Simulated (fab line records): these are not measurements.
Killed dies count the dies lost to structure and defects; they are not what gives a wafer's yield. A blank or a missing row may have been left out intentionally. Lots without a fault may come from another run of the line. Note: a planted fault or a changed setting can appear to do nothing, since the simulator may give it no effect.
Comparing a struck lot with a sound one :: flow nand harc :: 26 steps out of a route of 1302
Sound: these wafers, L120.2, L120.4, L120.5. Struck: wafers L113.1, L113.3, L113.6. The cause comes at the end.
Per side, at each step with rows, come the tool, then ch with its chambers, and then its first start. Under that, the readings that differ: sound wafers :: struck wafers :: difference of the means :: sigmas: that difference in standard deviations of wafers without a fault.
alike: a reading whose means differ by less than 2 such deviations, as well as words and numbers matching on both sides. not compared: withheld readings; readings where some wafer has no value; bounds like >300 that might hide an equal value; numbers whose values overlap and for which the record gives no deviation.
The two part at a step that has a row with sigmas, a row that says differs or no value, or rows on one side only. Non-overlapping numbers with no deviation appear without sigmas and do not part them. Lack of a reading on every wafer of one side parts them only where that side has two or more wafers.

first, 8 steps without rows for these wafers: NHARC_A_CHANNEL_HOLE_D2_PEB_08 (peb time 65 s); NHARC_A_CHANNEL_HOLE_D2_DEVELOP_09 (develop time 35 s); NHARC_A_CHANNEL_HOLE_D2_DESCUM_15 (chemistry O2, time 3 s); NHARC_A_CHANNEL_HOLE_D2_ETCH_38 (etches the open film in CF4, target depth 39 nm, time 65 s); NHARC_A_CHANNEL_HOLE_D2_ETCH_39 (etches the open film in N2/H2, target depth 260 nm, time 325 s); NHARC_A_CHANNEL_HOLE_D2_ETCH_34 (etches the open film in CF4/CHF3, target depth 154 nm, time 77 s); NHARC_A_CHANNEL_HOLE_D2_ETCH_16 (etches the open film in O2/COS, target depth 3100 nm, time 806 s); NHARC_A_CHANNEL_HOLE_D2_ETCH_19 (etches the open film in C4F8/O2/Ar, time 34.5 s).
NHARC_A_CHANNEL_HOLE_D2_ETCH_20: etches the open film in C4F8/O2/Ar, time 361.9 s, target depth 1600 nm.
  sound on har etch-01 ch 0, day 22 04:38; struck on har etch-01 ch 0,1, day 19 14:23
  no value came back on the struck wafers for any of 6 readings (c4f8 flow sccm (sccm), chamber pressure mTorr (mTorr) and others); on the sound wafers c4f8 flow sccm (sccm) reads 89.10 89.48 88.97
  not compared: rf hours counter h
then, 10 steps without rows for these wafers: NHARC_A_CHANNEL_HOLE_D2_ETCH_21 (etches the open film in C4F8/O2/Ar, time 514.3 s, target depth 1600 nm); NHARC_A_CHANNEL_HOLE_D2_ETCH_22 (etches the open film in C4F8/O2/Ar, time 666.7 s, target depth 1600 nm); NHARC_A_CHANNEL_HOLE_D2_ETCH_23 (etches the open film in C4F8/O2/Ar, time 819 s, target depth 1600 nm); NHARC_A_CHANNEL_HOLE_D2_ETCH_24 (etches the open film in C4F8/O2/Ar, time 906.2 s, target depth 1500 nm); NHARC_A_CHANNEL_HOLE_D2_ETCH_25 (etches the open film in C4F8/O2/Ar, time 1040.2 s, target depth 1500 nm); NHARC_A_CHANNEL_HOLE_D2_ETCH_26 (etches the open film in C4F8/O2/Ar, time 224.1 s, target depth 300 nm); NHARC_A_CHANNEL_HOLE_D2_ETCH_27 (etches the open film in C4F8/O2/Ar, time 90 s, target depth 400 nm); NHARC_A_CHANNEL_HOLE_D2_STRIP_41 (strips in N2/H2); NHARC_A_CHANNEL_HOLE_D2_STRIP_42 (strips in CF4/CHF3); NHARC_A_CHANNEL_HOLE_D2_STRIP_43 (strips in O2/COS).
NHARC_A_CHANNEL_HOLE_D2_ETCH_44: etches the open film in CF4/O2, target depth 140 nm, overetch 14 nm, time 77 s.
  sound on rie diel-10 ch 1,2,3, day 22 09:08; struck on rie diel-08 ch 1,2,3, day 19 18:59
reading: model.A_CHANNEL_HOLE_D2.cd nm (nm)
sound: 91.33 90.52 90.74
struck: 100.5 101.5 97.69
difference: +9.0
sigmas: 
  alike: bias w, cf4 flow sccm, drypump motor current A, oes product au, rf vpp V, showerhead plenum p Torr, throttle valve pct
  not compared: rf hours counter h
then, 3 steps without rows for these wafers: NHARC_A_CHANNEL_HOLE_D2_STRIP_28 (strips in O2); NHARC_A_CHANNEL_HOLE_D2_PRECLEAN_29 (cleans in SC1); NHARC_A_CHANNEL_HOLE_D2_SRD_30.
NHARC_A_CHANNEL_HOLE_D2_CD_MEAS_31:
  sound on cd sem-03 at day 22 09:57; struck on cd sem-01 at day 19 19:47
reading: cd nm (nm)
sound: 92.1 89.5 90.0
struck: -0.4 0.2 0.0
difference: -90.6
sigmas: -82
NHARC_A_CHANNEL_HOLE_D2_XSEM_32:
  sound on xsem-01 ch 0, day 22 10:04; struck on xsem-02 ch 0, day 19 19:53
reading: bot cd nm (nm)
sound: 75.8 74.2 73.3
struck: 0.0 0.8 0.5
difference: -74.0
sigmas: -57

reading: bow nm (nm)
sound: 8.70 8.81 8.80
struck: 0.62 0.62 0.62
difference: -8.15
sigmas: -33
  alike: tilt deg
-- record jumps: 11 days between struck wafers' starts before vs after; left off in module A_CHANNEL_HOLE_D2, resumes in module END, first step shown is number 1302 of the route --
NHARC_END_SORT_01:
  only the struck wafers appear in the record here, on prober-02 ch 0 at day 30 20:56; the sound ones have no rows

## WHERE THEY PART
First at NHARC_A_CHANNEL_HOLE_D2_ETCH_20; last, within this record, at NHARC_END_SORT_01.

WHY: the cause the simulator had injected
Skipped step whole: har etch-01, from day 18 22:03 on, at NHARC_A_CHANNEL_HOLE_D2_ETCH_20. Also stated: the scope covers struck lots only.
